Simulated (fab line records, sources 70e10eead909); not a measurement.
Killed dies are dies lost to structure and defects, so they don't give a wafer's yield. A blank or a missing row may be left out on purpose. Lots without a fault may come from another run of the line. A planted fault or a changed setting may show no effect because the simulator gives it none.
Tool commonality check | flow nand_harc | 12 lots, 36 wafers sampled

WHY IT WAS OPENED
At NHARC_A_SIN_REMOVE_INSPECT_04 the reading raw_defect_count is flagged on 2 of 12 lots. Wafers without a fault read 393, standard deviation 86.
Rule: a lot is flagged when every wafer of it that has a number lies more than 4 standard deviations from that mean, or none has a number. The other lots count as sound.

lot  | measured     | on                | raw_defect_count, wafer by wafer | flag
L767 | day 20 16:28 | defect_inspect-01 | 360 408 388                      |
L768 | day 21 00:41 | defect_inspect-02 | 416 440 438                      |
L769 | day 22 09:32 | defect_inspect-01 | 340 506 280                      |
L770 | day 22 13:13 | defect_inspect-02 | 374 406 409                      |
L777 | day 24 14:43 | defect_inspect-01 | 442 472 492                      |
L778 | day 25 13:00 | defect_inspect-01 | 1255 1256 1225                   | FLAGGED
L780 | day 26 02:59 | defect_inspect-02 | 1441 1466 1471                   | FLAGGED
L779 | day 26 02:59 | defect_inspect-01 | 308 332 397                      |
L787 | day 29 00:35 | defect_inspect-01 | 382 279 277                      |
L786 | day 29 00:35 | defect_inspect-02 | 423 334 371                      |
L788 | day 29 05:59 | defect_inspect-02 | 429 544 413                      |
L789 | day 30 01:17 | defect_inspect-01 | 459 595 456                      |
The numbers of the flagged lots are 1352 on average: +959 against the usual, or +11 standard deviations.

WHICH TOOL RAN EACH LOT
The record holds 3 process steps before the reading, out of a route of 1302 steps. In each cell: the tool, then ch and the chambers that the sampled wafers went through, then the start.
lot  | flag    | NHARC_A_SLIT_DEP_23             | NHARC_A_SLIT_DESCUM_14             | NHARC_A_SLIT_ETCH_17
L767 |         | pecvd-01 ch 0,1, day 20 02:46   | rie_diel-12 ch 1,3, day 20 03:37   | har_etch-01 ch 0,1, day 20 06:03
L768 |         | pecvd-02 ch 1,2, day 20 10:48   | rie_diel-03 ch 2,3, day 20 11:38   | har_etch-01 ch 0,1, day 20 14:44
L769 |         | pecvd-03 ch 0,1,2, day 21 19:48 | rie_diel-03 ch 0,1,2, day 21 20:39 | har_etch-02 ch 0,1, day 21 22:13
L770 |         | pecvd-02 ch 0,1, day 21 21:41   | rie_diel-07 ch 0,2,3, day 21 22:26 | har_etch-01 ch 0,1, day 22 02:51
L777 |         | pecvd-03 ch 0,2, day 24 01:01   | rie_diel-03 ch 1,2,3, day 24 01:45 | har_etch-02 ch 0,1, day 24 03:37
L778 | FLAGGED | pecvd-02 ch 0,1,2, day 24 23:11 | rie_diel-07 ch 0,1,2, day 24 23:55 | har_etch-01 ch 0,1, day 25 01:11
L780 | FLAGGED | pecvd-02 ch 0,2, day 25 12:47   | rie_diel-12 ch 1,2, day 25 13:46   | har_etch-01 ch 0,1, day 25 16:12
L779 |         | pecvd-03 ch 0,1,2, day 25 12:46 | rie_diel-07 ch 0,1,3, day 25 13:37 | har_etch-02 ch 0,1, day 25 15:16
L787 |         | pecvd-03 ch 0,1, day 28 10:47   | rie_diel-12 ch 0,1, day 28 11:39   | har_etch-02 ch 0, day 28 12:55
L786 |         | pecvd-02 ch 0,1, day 28 10:52   | rie_diel-07 ch 0,3, day 28 11:49   | har_etch-01 ch 0, day 28 13:40
L788 |         | pecvd-02 ch 0,2, day 28 16:23   | rie_diel-03 ch 0,1,3, day 28 17:08 | har_etch-01 ch 0,1, day 28 19:36
L789 |         | pecvd-03 ch 1,2, day 29 09:25   | rie_diel-07 ch 0,1, day 29 10:16   | har_etch-01 ch 0,1, day 29 13:26
What these steps do:
- NHARC_A_SLIT_DEP_23: deposits SiON, target thk 100 nm.
- NHARC_A_SLIT_DESCUM_14: chemistry O2, time 3 s.
- NHARC_A_SLIT_ETCH_17: etches the open film in C4F8/O2/Ar, time 4254.5 s, target depth 20300 nm.
- NHARC_A_SIN_REMOVE_INSPECT_04

FLAGGED OVER TOTAL, TOOL BY TOOL (the gauges that took the reading come last)
step                          | tool              | lots run | flagged | share of the flagged lots | sound lots run after its first flagged lot
NHARC_A_SLIT_DEP_23           | pecvd-01          | 1        | 0       | none                      | -
NHARC_A_SLIT_DEP_23           | pecvd-02          | 6        | 2       | all                       | 2 (L786,L788)
NHARC_A_SLIT_DEP_23           | pecvd-03          | 5        | 0       | none                      | -
NHARC_A_SLIT_DESCUM_14        | rie_diel-03       | 4        | 0       | none                      | -
NHARC_A_SLIT_DESCUM_14        | rie_diel-07       | 5        | 1       | some                      | 3 (L779,L786,L789)
NHARC_A_SLIT_DESCUM_14        | rie_diel-12       | 3        | 1       | some                      | 1 (L787)
NHARC_A_SLIT_ETCH_17          | har_etch-01       | 8        | 2       | all                       | 3 (L786,L788,L789)
NHARC_A_SLIT_ETCH_17          | har_etch-02       | 4        | 0       | none                      | -
NHARC_A_SIN_REMOVE_INSPECT_04 | defect_inspect-01 | 7        | 1       | some                      | 3 (L779,L787,L789)
NHARC_A_SIN_REMOVE_INSPECT_04 | defect_inspect-02 | 5        | 1       | some                      | 2 (L786,L788)

WHAT THE TABLE ALLOWS
2 rows of the table ran every flagged lot: pecvd-02 at NHARC_A_SLIT_DEP_23, har_etch-01 at NHARC_A_SLIT_ETCH_17.
- pecvd-02 at NHARC_A_SLIT_DEP_23: 2 of its 6 lots flagged. Sound lots ran on it after the first flagged one (L786, L788), which a lasting fault on the whole tool wouldn't allow.
- har_etch-01 at NHARC_A_SLIT_ETCH_17: 2 of its 8 lots flagged. Sound lots ran on it after the first flagged one (L786, L788, L789), which a lasting fault on the whole tool wouldn't allow.
No row of the table ran every flagged lot and no sound lot after the first.

WHAT THE SIMULATOR HAD PUT IN
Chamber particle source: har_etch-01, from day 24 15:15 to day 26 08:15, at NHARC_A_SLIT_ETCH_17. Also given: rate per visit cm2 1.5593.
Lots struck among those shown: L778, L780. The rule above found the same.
